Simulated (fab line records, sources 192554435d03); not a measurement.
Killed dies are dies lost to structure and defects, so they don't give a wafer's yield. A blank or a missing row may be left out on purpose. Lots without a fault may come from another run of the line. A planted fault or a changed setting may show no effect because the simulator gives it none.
fab line records | flow n5_finfet
record lots=6 wafers=18 last_day=17
route steps=1938 shown GATE_CUT@491 PASSIVATION@1936
lots that met no fault: from a run of the same line without faults
start_h: hours from the record's first day to the start of the lot's first wafer shown | wait_h: hours since the lot's step before | " the same as in the row above | L1.1+2: a row that stands for several wafers | - no value, or no start given | * or withheld: withheld | < > ~ a bound
route shown NAME@n: a module of which the file shows steps, and the number in the route of the first | usual: mean/standard deviation of fault-free wafers | same: alike in all rows | chamber/n: place in a boat | sites: the reading at each site | _std_site: their standard deviation | _edge_site: outer sites' mean less inner sites' | radius_mm: how far each site lies from the wafer's centre | mask NAME#n: copy n | behind: the tool/chamber that last shaped the wafer | hold: why the lot was held/for how many hours/how that ended | device: the transistor (n, p or np) that didn't switch | end of line: the same wafers' tests at the end of the route | a step without rows: its recipe alone | killed: dies lost to structure and defects at the first sort, not the wafer's yield | map: a wafer's dies, x killed, . not, _ none there
set.NAME: the setting as run; set.NAME@STEP: as run at that earlier step | model.NAME: the simulator's own value behind a step, which no gauge read
lots at some steps of the route; a table a step, a row a wafer
services: from which hour (start_h, from the record's first day; less than 0 if before it) a tool's chamber was out of use, for how many hours, and why
## steps
# step N5_GATE_CUT_ETCH_28
# recipe chemistry=N2/H2 target=underlayer target_depth_a=130 mask_material=CAR-EUV time_s=10.4 ion_energy_ev=200 pressure_mtorr=30 source_w=840 bias_w=150 n2_flow_sccm=200 h2_flow_sccm=200 ends=cleared
# step N5_GATE_CUT_ETCH_36
# recipe chemistry=CF4 target=SiARC target_depth_a=130 mask_material=CAR-EUV time_s=21.7 ion_energy_ev=80 pressure_mtorr=40 source_w=545 bias_w=36 Ar_flow_sccm=100 cf4_flow_sccm=100 ends=cleared
# usual drypump_motor_current_A=5.7/0.39 etch_rf_on_time_s=21.6/0.6 oes_product_au=0.67/0.067 rf_vpp_V=184.2/1.3 showerhead_plenum_p_Torr=2.15/0.079 throttle_valve_pct=15.63/0.15
# columns lot.wafer tool chamber start_h wait_h drypump_motor_current_A etch_rf_on_time_s oes_product_au rf_hours_counter_h rf_vpp_V showerhead_plenum_p_Torr throttle_valve_pct
L467.3 rie_diel-04 1 95.85 0.0 5.9 20.7 0.79 21 186.1 2.28 15.54
L467.4 " 3 " " 5.7 21.6 0.59 222 182.6 2.03 15.75
L467.6 " 0 " " 5.1 20.8 0.67 - 184.4 2.15 15.49
L472.2 rie_diel-04 3 125.28 0.0 5.7 22.3 0.58 231 181.4 2.03 15.77
L472.4 " 1 " " 5.8 21.0 0.76 - 187.0 2.27 15.57
L472.5 " 3 " " 5.7 22.1 0.58 - 183.4 2.03 15.75
L478.1 rie_diel-04 0 164.05 0.0 5.1 20.7 0.66 153 183.5 2.14 15.51
L478.2 " 2 " " 5.5 21.5 0.80 6 184.6 2.28 15.27
L478.6 " 1 " " 5.8 21.0 0.75 - 185.4 2.27 15.59
L482.1 rie_diel-01 1 185.10 0.0 6.3 22.0 0.71 61 183.0 2.10 15.34
L482.4 " 2 " " 5.2 22.0 0.69 - 183.5 2.08 15.68
L482.5 " 3 " " 6.0 22.2 0.66 - 184.1 2.15 15.55
L483.3 rie_diel-01 1 190.48 0.0 6.3 21.7 0.71 63 182.6 2.10 15.36
L483.4 " 2 " " 5.1 22.0 0.68 - 183.3 2.08 15.68
L483.6 " 3 " " 6.0 22.5 0.66 - 183.4 2.15 15.57
L484.3 rie_diel-04 3 197.85 0.0 5.7 21.2 0.81 3 185.9 2.28 15.32
L484.4 " 2 " " 5.6 21.2 0.77 18 184.6 2.28 15.29
L484.6 " 1 " " 5.8 20.8 0.75 - 185.6 2.27 15.61
# step N5_GATE_CUT_ETCH_37
# recipe chemistry=N2/H2 target=SOC target_depth_a=600 overetch_a=120 mask_material=SiARC temp_c=40 time_s=90 ion_energy_ev=200 pressure_mtorr=30 source_w=840 bias_w=150 n2_flow_sccm=200 h2_flow_sccm=200
# step N5_GATE_CUT_STRIP_38
# recipe chemistry=N2/H2 temp_c=40 n2_flow_sccm=200 h2_flow_sccm=200 rf_frequency_hz=6e+07
# step N5_GATE_CUT_STRIP_39
# recipe chemistry=N2/H2 temp_c=40 n2_flow_sccm=200 h2_flow_sccm=200 rf_frequency_hz=6e+07
# step N5_GATE_CUT_HM_OPEN_40
# recipe chemistry=C4F6/O2 target=SiO2 mask_material=SiARC target_depth_a=1390 time_s=85.1 ion_energy_ev=250 pressure_mtorr=30 source_w=345 bias_w=185 Ar_flow_sccm=300 C4F6_flow_sccm=10 O2_flow_sccm=10 ends=cleared
# step N5_GATE_CUT_STRIP_41
# recipe chemistry=CF4 resist=SiARC power_w=300 bias_power_w=75 pressure_mtorr=50 cf4_flow_sccm=150 rf_frequency_hz=6e+07
# usual bias_power_w=74.96/0.23 drypump_motor_current_A=5.7/0.39 oes_product_au=0.182/0.018 rf_vpp_V=271.1/1.7 showerhead_plenum_p_Torr=1.81/0.069 throttle_valve_pct=13.61/0.17
# columns lot.wafer tool chamber start_h wait_h bias_power_w drypump_motor_current_A oes_product_au rf_hours_counter_h rf_vpp_V showerhead_plenum_p_Torr throttle_valve_pct
L467.3 rie_diel-04 1 96.02 0.0 75.27 5.9 0.202 21 272.9 1.92 13.49
L467.4 " 3 " " 74.79 5.7 0.166 222 268.8 1.71 13.74
L467.6 " 0 " " 74.77 5.1 0.174 - 270.5 1.79 13.45
L472.2 rie_diel-04 3 125.45 0.0 74.84 5.7 0.163 231 268.9 1.70 13.78
L472.4 " 1 " " 75.14 5.8 0.207 - 273.1 1.91 13.52
L472.5 " 3 " " 75.04 5.7 0.160 - 270.0 1.70 13.77
L478.1 rie_diel-04 0 164.22 0.0 75.24 5.1 0.171 153 269.4 1.79 13.50
L478.2 " 2 " " 74.93 5.5 0.213 6 273.7 1.92 13.21
L478.6 " 1 " " 74.69 5.9 0.198 - 272.3 1.91 13.56
L482.1 rie_diel-01 1 185.28 0.0 75.00 6.3 0.192 61 269.9 1.77 13.31
L482.4 " 2 " " 74.98 5.1 0.189 - 268.7 1.74 13.61
L482.5 " 3 " " 75.23 6.0 0.182 - 270.7 1.80 13.52
L483.3 rie_diel-01 1 190.65 0.0 74.55 6.3 0.188 63 271.6 1.76 13.30
L483.4 " 2 " " 75.04 5.1 0.178 - 269.3 1.74 13.62
L483.6 " 3 " " 75.20 6.0 0.177 - 271.3 1.80 13.52
L484.3 rie_diel-04 3 198.02 0.0 75.09 5.7 0.221 3 274.2 1.91 13.29
L484.4 " 2 " " 74.77 5.6 0.205 18 276.0 1.91 13.24
L484.6 " 1 " " 74.63 5.8 0.188 - 273.5 1.91 13.57
# step N5_GATE_CUT_STRIP_42
# recipe chemistry=O2 power_w=400 temp_c=40 pressure_mtorr=30 rf_frequency_hz=6e+07 bias_power_w=0 overash_fraction=0.3 o2_flow_sccm=225
# usual drypump_motor_current_A=5.7/0.39 oes_product_au=0.79/0.08 rf_vpp_V=3.6/0.51 showerhead_plenum_p_Torr=2.10/0.079 throttle_valve_pct=16.68/0.17
# same bias_power_w=0
# columns lot.wafer tool chamber start_h wait_h drypump_motor_current_A oes_product_au rf_hours_counter_h rf_vpp_V showerhead_plenum_p_Torr throttle_valve_pct
L467.3 rie_diel-04 1 96.04 0.0 5.8 0.92 21 3.6 2.23 16.60
L467.4 " 3 " " 5.7 0.69 222 3.3 2.00 16.88
L467.6 " 0 " " 5.1 0.78 - 3.9 2.10 16.56
L472.2 rie_diel-04 3 125.47 0.0 5.7 0.69 231 3.7 2.00 16.90
L472.4 " 1 " " 5.8 0.89 - 3.6 2.23 16.61
L472.5 " 3 " " 5.7 0.69 - 3.9 2.00 16.90
L478.1 rie_diel-04 0 164.24 0.0 5.1 0.77 153 3.7 2.09 16.58
L478.2 " 2 " " 5.6 0.96 6 3.5 2.23 16.25
L478.6 " 1 " " 5.9 0.86 - 3.5 2.22 16.63
L482.1 rie_diel-01 1 185.30 0.0 6.4 0.84 61 3.9 2.03 16.32
L482.4 " 2 " " 5.1 0.80 - 3.5 2.04 16.80
L482.5 " 3 " " 6.0 0.78 - 3.0 2.10 16.56
L483.3 rie_diel-01 1 190.67 0.0 6.4 0.84 63 2.9 2.03 16.30
L483.4 " 2 " " 5.2 0.80 - 4.1 2.04 16.79
L483.6 " 3 " " 6.0 0.78 - 3.5 2.10 16.56
L484.3 rie_diel-04 3 198.04 0.0 5.7 0.95 3 2.9 2.26 16.52
L484.4 " 2 " " 5.6 0.92 18 3.2 2.23 16.30
L484.6 " 1 " " 5.8 0.85 - 3.6 2.22 16.64
# step N5_GATE_CUT_ETCH_19
# recipe chemistry=CH3F/O2 target=SiNx mask_material=SiO2 target_depth_a=537 time_s=76.7 pressure_mtorr=30 source_w=395 bias_w=73 Ar_flow_sccm=150 CH3F_flow_sccm=30 O2_flow_sccm=20 ion_energy_ev=120 ends=cleared
# step N5_GATE_CUT_CUT_ETCH_53
# recipe chemistry=SF6/Cl2 target=W mask_material=SiO2 target_depth_a=792 pressure_mtorr=8 icp_w=900 bias_w=80 SF6_flow_sccm=40 Cl2_flow_sccm=60 ends=cleared
# usual drypump_motor_current_A=5.8/0.35 etch_rf_on_time_s=26.3/0.52 oes_product_au=0.66/0.13 throttle_valve_pct=28.8/0.48
# columns lot.wafer tool chamber start_h wait_h drypump_motor_current_A etch_rf_on_time_s oes_product_au rf_hours_counter_h throttle_valve_pct
L467.3 rie_metal-03 1 96.21 0.1 5.6 26.2 0.61 - 28.8
L467.4 " 0 " " 5.7 26.1 0.61 - 28.8
L467.6 " 1 " " 5.6 26.4 0.61 - 28.8
L472.2 rie_metal-03 1 125.62 0.1 5.6 26.5 0.60 98 28.8
L472.4 " 0 " " 5.6 25.6 0.61 - 28.8
L472.5 " 1 " " 5.6 26.3 0.60 - 28.8
L478.1 rie_metal-03 1 164.39 0.1 5.6 26.3 0.60 101 28.8
L478.2 " 0 " " 5.6 25.8 0.60 99 28.8
L478.6 " 0 " " 5.7 26.0 0.60 - 28.8
L482.1 rie_metal-02 1 185.44 0.1 5.5 26.8 0.54 132 29.3
L482.4 " 1 " " 5.5 26.9 0.54 - 29.3
L482.5 " 1 " " 5.5 27.2 0.54 - 29.3
L483.3 rie_metal-02 0 190.84 0.1 5.9 26.4 0.82 - 28.1
L483.4 " 1 " " 5.5 26.6 0.54 - 29.3
L483.6 " 1 " " 5.5 26.8 0.54 - 29.3
L484.3 rie_metal-02 0 198.23 0.1 5.9 26.9 0.81 - 28.1
L484.4 " 0 " " 5.9 27.1 0.81 - 28.1
L484.6 " 0 " " 5.9 26.8 0.81 - 28.1
# step N5_GATE_CUT_CUT_ETCH_54
# recipe chemistry=Cl2/BCl3 target=TiN mask_material=SiO2 target_depth_a=967 pressure_mtorr=10 icp_w=1000 bias_w=126 Cl2_flow_sccm=53.25 bcl3_flow_sccm=21.75 Ar_flow_sccm=25 ends=cleared
# usual drypump_motor_current_A=5.8/0.34 etch_rf_on_time_s=36.7/0.69 oes_product_au=0.66/0.13 throttle_valve_pct=22.1/0.39
# columns lot.wafer tool chamber start_h wait_h drypump_motor_current_A etch_rf_on_time_s oes_product_au rf_hours_counter_h throttle_valve_pct
L467.3 rie_metal-03 1 96.27 0.0 5.6 37.1 0.61 - 22.2
L467.4 " 0 " " 5.6 35.9 0.62 - 22.1
L467.6 " 1 " " 5.6 37.2 0.60 - 22.3
L472.2 rie_metal-03 1 125.68 0.0 5.6 37.0 0.61 98 22.3
L472.4 " 0 " " 5.6 35.9 0.61 - 22.1
L472.5 " 1 " " 5.6 37.0 0.60 - 22.3
L478.1 rie_metal-03 1 164.45 0.0 5.6 37.2 0.60 101 22.3
L478.2 " 0 " " 5.6 36.3 0.60 99 22.2
L478.6 " 0 " " 5.6 36.2 0.60 - 22.1
L482.1 rie_metal-02 1 185.50 0.0 5.5 36.8 0.55 132 22.5
L482.4 " 1 " " 5.5 37.1 0.54 - 22.5
L482.5 " 1 " " 5.5 37.3 0.54 - 22.5
L483.3 rie_metal-02 0 190.90 0.0 5.9 37.2 0.82 - 21.6
L483.4 " 1 " " 5.6 37.6 0.54 - 22.5
L483.6 " 1 " " 5.5 37.6 0.54 - 22.6
L484.3 rie_metal-02 0 198.35 0.1 5.9 37.0 0.81 - 21.6
L484.4 " 0 " " 5.9 37.0 0.81 - 21.6
L484.6 " 0 " " 5.9 37.3 0.81 - 21.6
# step N5_GATE_CUT_CUT_ETCH_55
# recipe chemistry=BCl3 target=HfO2 mask_material=SiO2 target_depth_a=32 ion_energy_ev=30 pressure_mtorr=5 icp_w=450 bias_w=18 bcl3_flow_sccm=80
# step N5_GATE_CUT_ETCH_47
# recipe chemistry=Cl2/BCl3 target=SiO2 target_depth_a=100 pressure_mtorr=10 icp_w=1000 bias_w=126 Cl2_flow_sccm=53.25 bcl3_flow_sccm=21.75 Ar_flow_sccm=25
# usual drypump_motor_current_A=5.8/0.34 oes_product_au=0.74/0.15 throttle_valve_pct=22.7/0.4
# columns lot.wafer tool chamber start_h wait_h drypump_motor_current_A oes_product_au rf_hours_counter_h throttle_valve_pct model.etch.depth_nm
L467.3 rie_metal-03 1 96.35 0.0 5.6 0.67 - 22.8 10.06
L467.4 " 0 " " 5.7 0.67 - 22.7 9.822
L467.6 " 1 " " 5.6 0.67 - 22.8 10.06
L472.2 rie_metal-03 1 125.77 0.0 5.6 0.60 98 22.8 8.344
L472.4 " 0 " " 5.6 0.67 - 22.7 10.09
L472.5 " 1 " " 5.6 0.60 - 22.8 8.387
L478.1 rie_metal-03 1 164.54 0.0 5.6 0.67 101 22.8 10.25
L478.2 " 0 " " 5.6 0.60 99 22.7 8.393
L478.6 " 0 " " 5.7 0.59 - 22.7 8.334
L482.1 rie_metal-02 1 185.59 0.0 5.5 0.60 132 23.1 9.87
L482.4 " 1 " " 5.5 0.60 - 23.1 9.809
L482.5 " 1 " " 5.5 0.60 - 23.1 9.837
L483.3 rie_metal-02 0 190.98 0.0 5.9 0.91 - 22.1 10.02
L483.4 " 1 " " 5.5 0.61 - 23.1 10.02
L483.6 " 1 " " 5.5 0.61 - 23.1 9.983
L484.3 rie_metal-02 0 198.51 0.1 5.9 0.90 - 22.1 9.943
L484.4 " 0 " " 5.9 0.90 - 22.1 10
L484.6 " 0 " " 5.9 0.91 - 22.1 10
# step N5_GATE_CUT_VAPOR_ETCH_48
# recipe chemistry=BCl3/Cl2 target=TiN mode=isotropic
# step N5_PASSIVATION_PROBE_49
# usual killed_at_M0_to_M3=34/12 killed_at_M4_up=12/4.9 killed_at_contacts=13/7.2 killed_at_front_end=39/12 killed_at_other=3.7/2.9 killed_dies=101/18 killed_open=67/14 killed_short=33/7.2
# same gross_dies=1180 killed_at_back_side=0
# columns lot.wafer tool chamber start_h wait_h killed_at_M0_to_M3 killed_at_M4_up killed_at_contacts killed_at_front_end killed_at_other killed_dies killed_open killed_short
L467.3 prober-01 - 277.59 0.1 37 9 15 33 8 102 69 31
L467.4 prober-01 - 277.64 0.2 52 18 8 25 4 107 71 36
L467.6 prober-01 - 277.74 0.3 42 12 3 33 4 94 58 35
# killed by level:class
L467.3 BEOL_M3:geometric_particle:open=14 MOL_CONTACT_COAG:geometric_particle:open=12 GATE_CUT:geometric_particle:open=9 BEOL_M0_SAQP:geometric_particle:short=9 GATE_CUT:geometric_particle:short=6 BEOL_M2:geometric_particle:open=5 PAD_METAL:geometric_particle:open=5 STARTING-WAFER:geometric_particle:open=5
L467.4 BEOL_M2:geometric_particle:open=12 BEOL_M4:geometric_particle:open=12 BEOL_M3:geometric_particle:open=10 FIN_SAQP:geometric_particle:short=8 MOL_CONTACT_COAG:geometric_particle:open=7 BEOL_M3:geometric_particle:short=7 DUMMY_GATE:geometric_particle:open=6 BEOL_M0:geometric_particle:open=5
L467.6 BEOL_M0_SAQP:geometric_particle:short=15 FIN_SAQP:geometric_particle:open=12 BEOL_M2:geometric_particle:open=7 BEOL_M0_SAQP:geometric_particle:open=5 STARTING-WAFER:geometric_particle:open=5 BEOL_M4:geometric_particle:open=5 FIN_SAQP:geometric_particle:short=4 DUMMY_GATE:geometric_particle:open=3
## services
# columns tool chamber start_h hours kind
rie_diel-04 0 80.56 7.8 repair
rie_diel-01 - 98.51 2.8 pm
rie_diel-01 3 111.79 13.2 repair
rie_metal-02 1 118.02 13.9 repair
rie_diel-04 2 120.94 - clean
rie_diel-04 2 120.94 - consumable_replace:focus_ring
rie_diel-04 2 120.94 - consumable_replace:showerhead
rie_diel-04 2 120.94 23.6 scheduled_down
rie_diel-04 2 120.94 23.6 vent_cycle
rie_diel-01 0 123.46 131.8 repair
rie_diel-01 3 154.67 14.1 repair
rie_metal-03 - 168.61 0.6 repair
rie_diel-04 3 176.15 - clean
rie_diel-04 3 176.15 - consumable_replace:focus_ring
rie_diel-04 3 176.15 - consumable_replace:showerhead
rie_diel-04 3 176.15 12.3 scheduled_down
rie_diel-04 3 176.15 12.3 vent_cycle
rie_metal-02 1 196.55 - clean
rie_metal-02 1 196.55 16.0 scheduled_down
rie_metal-02 1 196.55 16.0 vent_cycle
## key
first_sign none at tools or gauges
model_effect step=N5_GATE_CUT_ETCH_47 value=etch.depth_nm without=10.08 struck=8.364
met_at N5_GATE_CUT_ETCH_47
struck_wafers L472.2,L472.5,L478.2,L478.6
tester_left_out L472,L478
onset_between 96.35 125.77
fault kind=process_parameter_drift tool=rie_metal-03 chamber=- onset_h=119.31 steps=N5_GATE_CUT_ETCH_47 channel=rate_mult offset=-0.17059 shape=step end_h=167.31 scope=struck_wafers_only
# tester_left_out: of these lots the tester's yield and bins aren't shown, on N5 and GAA mostly nor the transistor test; their killed dies are dies lost to structure and defects alone, not to doping, threshold or leakage, so they don't give the yield
